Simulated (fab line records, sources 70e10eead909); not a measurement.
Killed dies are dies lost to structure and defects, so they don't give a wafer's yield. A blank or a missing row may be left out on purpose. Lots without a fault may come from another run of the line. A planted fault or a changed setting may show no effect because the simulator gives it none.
Which tool did it? | flow nand_harc | 11 lots, 33 wafers sampled, at 6 steps of a route of 1302

WHAT THE GAUGES READ, wafer by wafer
NHARC_P_M0_INSPECT_27.
lot  | measured     | on                | raw_defect_count
L997 | day 6 02:16  | defect_inspect-01 | 178 272 257
L998 | day 6 18:22  | defect_inspect-02 | 523 230 506
L107 | day 10 12:14 | defect_inspect-02 | 225 154 152
L108 | day 10 20:13 | defect_inspect-02 | 252 268 222
L110 | day 11 13:43 | defect_inspect-01 | 278 203 265
L114 | day 13 19:16 | defect_inspect-02 | 1221 1312 1381
L117 | day 14 06:17 | defect_inspect-02 | 243 171 131
L116 | day 14 06:56 | defect_inspect-02 | 152 196 258
L118 | day 14 18:50 | defect_inspect-02 | 502 456 360
L120 | day 15 11:05 | defect_inspect-02 | 244 274 174
L119 | day 15 11:14 | defect_inspect-02 | 564 251 370

NHARC_P_M1_OVL_MEAS_10: pitch 260 nm.
lot  | measured     | on         | overlay_x_nm (nm) | overlay_y_nm (nm)
L997 | day 6 03:45  | overlay-01 | -2.4 -2.4 -3.1    | 0.4 0.9 1.0
L998 | day 6 19:58  | overlay-01 | 0.8 0.1 0.5       | -0.4 -0.2 -0.6
L107 | day 10 13:44 | overlay-01 | 0.2 -0.1 -0.2     | -0.8 -0.8 -0.1
L108 | day 10 21:34 | overlay-02 | -0.3 -0.2 -0.3    | 0.3 1.3 1.2
L110 | day 11 15:12 | overlay-01 | 0.2 -0.3 0.1      | 0.4 0.3 0.5
L114 | day 13 20:47 | overlay-01 | 0.9 0.4 0.5       | 1.7 1.0 1.4
L117 | day 14 07:46 | overlay-01 | -0.8 -0.8 -0.6    | 1.3 0.6 0.3
L116 | day 14 08:26 | overlay-01 | 1.4 1.0 1.0       | -1.0 -1.2 -0.8
L118 | day 14 20:20 | overlay-02 | 1.3 0.6 1.3       | 0.7 0.1 0.4
L120 | day 15 12:35 | overlay-01 | -1.0 -1.1 -1.0    | 0.2 0.5 1.0
L119 | day 15 12:51 | overlay-02 | 0.2 -0.4 0.0      | -1.6 -1.3 -1.1

NHARC_P_M1_INSPECT_11.
lot  | measured     | on                | raw_defect_count
L997 | day 6 03:47  | defect_inspect-01 | 3 2 6
L998 | day 6 19:59  | defect_inspect-02 | 5 2 1
L107 | day 10 13:46 | defect_inspect-01 | 1 1 3
L108 | day 10 21:36 | defect_inspect-01 | 2 8 5
L110 | day 11 15:14 | defect_inspect-02 | 3 2 4
L114 | day 13 20:49 | defect_inspect-01 | 1011 1065 1018
L117 | day 14 07:49 | defect_inspect-02 | 3 1 6
L116 | day 14 08:28 | defect_inspect-02 | 4 3 3
L118 | day 14 20:23 | defect_inspect-02 | 12 11 10
L120 | day 15 12:37 | defect_inspect-02 | 3 2 4
L119 | day 15 12:53 | defect_inspect-02 | 3 1 3

WHICH TOOL RAN EACH LOT (tool, then ch and the chambers of the sampled wafers, then the start)
lot  | NHARC_P_M0_DESCUM_14               | NHARC_P_M0_ETCH_34                 | NHARC_P_M0_CMP_23
L997 | rie_diel-08 ch 0,3, day 5 23:48    | rie_diel-08 ch 2,3, day 5 23:53    | cmp-03 ch 0,1,2, day 6 01:49
L998 | rie_diel-08 ch 0,2,3, day 6 15:53  | rie_diel-08 ch 1,2, day 6 15:59    | cmp-01 ch 1,3, day 6 17:53
L107 | rie_diel-08 ch 0,2,3, day 10 09:44 | rie_diel-08 ch 0,1,3, day 10 09:50 | cmp-01 ch 0,1,3, day 10 11:48
L108 | rie_diel-04 ch 0,2,3, day 10 17:43 | rie_diel-04 ch 2,3, day 10 17:49   | cmp-01 ch 0,1, day 10 19:44
L110 | rie_diel-08 ch 0,2, day 11 11:15   | rie_diel-08 ch 0,3, day 11 11:20   | cmp-02 ch 0,2,3, day 11 13:15
L114 | rie_diel-07 ch 1,3, day 13 16:47   | rie_diel-07 ch 1,3, day 13 16:53   | cmp-01 ch 2,3, day 13 18:49
L117 | rie_diel-08 ch 0,2,3, day 14 03:49 | rie_diel-08 ch 0,1,2, day 14 03:53 | cmp-03 ch 1,2, day 14 05:51
L116 | rie_diel-08 ch 0,1,3, day 14 04:28 | rie_diel-08 ch 0,1,2, day 14 04:33 | cmp-03 ch 1,2, day 14 06:28
L118 | rie_diel-07 ch 1,2, day 14 16:23   | rie_diel-07 ch 2,3, day 14 16:28   | cmp-03 ch 1,2, day 14 18:24
L120 | rie_diel-04 ch 0,1, day 15 08:32   | rie_diel-04 ch 0,2,3, day 15 08:41 | cmp-02 ch 0,1,3, day 15 10:37
L119 | rie_diel-04 ch 1,2, day 15 08:43   | rie_diel-04 ch 0,1, day 15 08:50   | cmp-03 ch 1,2,3, day 15 10:46
- NHARC_P_M0_DESCUM_14: chemistry O2, time 3 s.
- NHARC_P_M0_ETCH_34: etches the open film in N2/H2, target depth 40 nm, overetch 12 nm, time 43.94 s.
- NHARC_P_M0_CMP_23: polishes, t overpolish 20 s, target thk 117.54 nm.

WHAT THE TOOLS THEMSELVES READ (means of the sampled wafers that have a number; where no wafer has one, the mark that the record gives instead)
NHARC_P_M0_DESCUM_14.
lot  | tool        | chamber_pressure_mTorr (mTorr) | drypump_motor_current_A (A) | oes_product_au (a.u.) | rf_vpp_V (V) | showerhead_plenum_p_Torr (Torr) | throttle_valve_pct (%)
L997 | rie_diel-08 | 59.97                          | 5.8                         | 1.008                 | 57.7         | 1.89                            | 11.311
L998 | rie_diel-08 | 59.95                          | 5.9                         | 1.003                 | 57.1         | 1.90                            | 11.306
L107 | rie_diel-08 | 59.97                          | 5.8                         | 1.008                 | 57.3         | 1.89                            | 11.308
L108 | rie_diel-04 | 60.02                          | 5.7                         | 1.000                 | 58.7         | 1.99                            | 11.305
L110 | rie_diel-08 | 59.94                          | 6.3                         | 1.003                 | 58.0         | 1.94                            | 11.312
L114 | rie_diel-07 | 60.02                          | 5.7                         | 0.987                 | 59.2         | 2.06                            | 11.311
L117 | rie_diel-08 | 60.04                          | 5.9                         | 0.997                 | 58.0         | 1.89                            | 11.320
L116 | rie_diel-08 | 60.00                          | 6.0                         | 1.010                 | 57.8         | 1.92                            | 11.309
L118 | rie_diel-07 | 60.03                          | 5.6                         | 1.004                 | 58.2         | 1.99                            | 11.316
L120 | rie_diel-04 | 60.01                          | 5.6                         | 0.996                 | 58.6         | 2.03                            | 11.310
L119 | rie_diel-04 | 60.03                          | 5.6                         | 0.997                 | 58.0         | 1.97                            | 11.312

NHARC_P_M0_ETCH_34.
lot  | tool        | chamber_pressure_mTorr (mTorr) | drypump_motor_current_A (A) | n2_flow_sccm (sccm) | oes_product_au (a.u.) | rf_vpp_V (V) | showerhead_plenum_p_Torr (Torr) | throttle_valve_pct (%)
L997 | rie_diel-08 | 30.021                         | 5.4                         | 149.5               | 1.003                 | 428.6        | 1.97                            | 14.176
L998 | rie_diel-08 | 29.988                         | 5.6                         | 150.0               | 0.986                 | 431.6        | 2.05                            | 14.161
L107 | rie_diel-08 | 30.017                         | 6.0                         | 150.0               | 1.010                 | 432.0        | 2.05                            | 14.180
L108 | rie_diel-04 | 29.975                         | 5.6                         | 150.2               | 1.004                 | 432.2        | 2.09                            | 14.164
L110 | rie_diel-08 | 29.999                         | 5.8                         | 149.9               | 1.011                 | 430.4        | 2.01                            | 14.171
L114 | rie_diel-07 | 30.007                         | 5.6                         | 149.9               | 0.984                 | 433.8        | 2.20                            | 14.176
L117 | rie_diel-08 | 29.984                         | 6.0                         | 149.8               | 0.997                 | 431.0        | 2.05                            | 14.173
L116 | rie_diel-08 | 30.000                         | 6.0                         | 150.2               | 0.996                 | 431.3        | 2.05                            | 14.160
L118 | rie_diel-07 | 30.005                         | 5.3                         | 149.2               | 0.987                 | 432.5        | 2.12                            | 14.176
L120 | rie_diel-04 | 30.000                         | 5.7                         | 149.8               | 1.006                 | 433.3        | 2.11                            | 14.175
L119 | rie_diel-04 | 30.024                         | 5.6                         | 149.6               | 1.004                 | 433.9        | 2.17                            | 14.177

NHARC_P_M0_CMP_23.
lot  | tool   | motor_current_A (A) | retaining_ring_pressure_frac | slurry_filter_dp_kPa (kPa) | time_to_endpoint_s (s)
L997 | cmp-03 | 12.1                | 0.997                        | 13.59                      | 28.5
L998 | cmp-01 | 12.1                | 1.000                        | 13.49                      | 30.1
L107 | cmp-01 | 12.4                | 1.000                        | 13.46                      | 31.3
L108 | cmp-01 | 11.3                | 1.004                        | 13.56                      | 31.9
L110 | cmp-02 | 12.8                | 1.004                        | 13.58                      | 28.2
L114 | cmp-01 | 12.3                | 1.000                        | 13.58                      | 25.7
L117 | cmp-03 | 11.7                | 1.000                        | 13.51                      | 30.1
L116 | cmp-03 | 11.6                | 1.000                        | 13.40                      | 27.7
L118 | cmp-03 | 11.6                | 1.004                        | 13.36                      | 27.8
L120 | cmp-02 | 13.1                | 0.999                        | 13.52                      | 29.2
L119 | cmp-03 | 11.7                | 1.000                        | 13.59                      | 27.3

THE ANSWER, worked out from the rows above alone
Rule: what is usual is taken from the lots themselves. Put in order of their means at a reading, lots are off if they are a third of the lots or fewer, leave a main group of 4 or more, and stand apart from it by a gap of 3 or more times the standard deviation of the main group's means; of several such gaps the widest counts. A main group whose means are all the same, to the digits that the tables above print for the reading, isn't used. A lot without any number at a reading at which 4 lots or more have one is off too. The other lots that the step has rows for count as sound. The gauges are gone through in route order, then the tools' own readings, and for those a lot's mean is taken as printed above. The first step at which some lot is off is used, and at that step the reading that is off furthest; a lot without a number counts as furthest.
Off: L114, at NHARC_P_M0_INSPECT_27 (raw_defect_count). The main group: mean 278, standard deviation 95.
A tool fits if, at a process step before that reading, it ran every lot that is off, and no sound lot after the first of them. The gauges at NHARC_P_M0_INSPECT_27 aren't tried: what is off there is off at NHARC_P_M1_INSPECT_11 too, on other tools, and a gauge's error can't cause that. One fits: cmp-01 at NHARC_P_M0_CMP_23. Its last sound lot is L108 (day 10 19:44), its first lot that is off L114 (day 13 18:49): a fault that began between those two fits.

WHAT THE SIMULATOR HAD PUT IN
Chamber particle source: cmp-01, from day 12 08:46 on, at NHARC_P_M0_CMP_23. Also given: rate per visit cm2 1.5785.
Lots struck among those shown: L114. The rule above found the same.
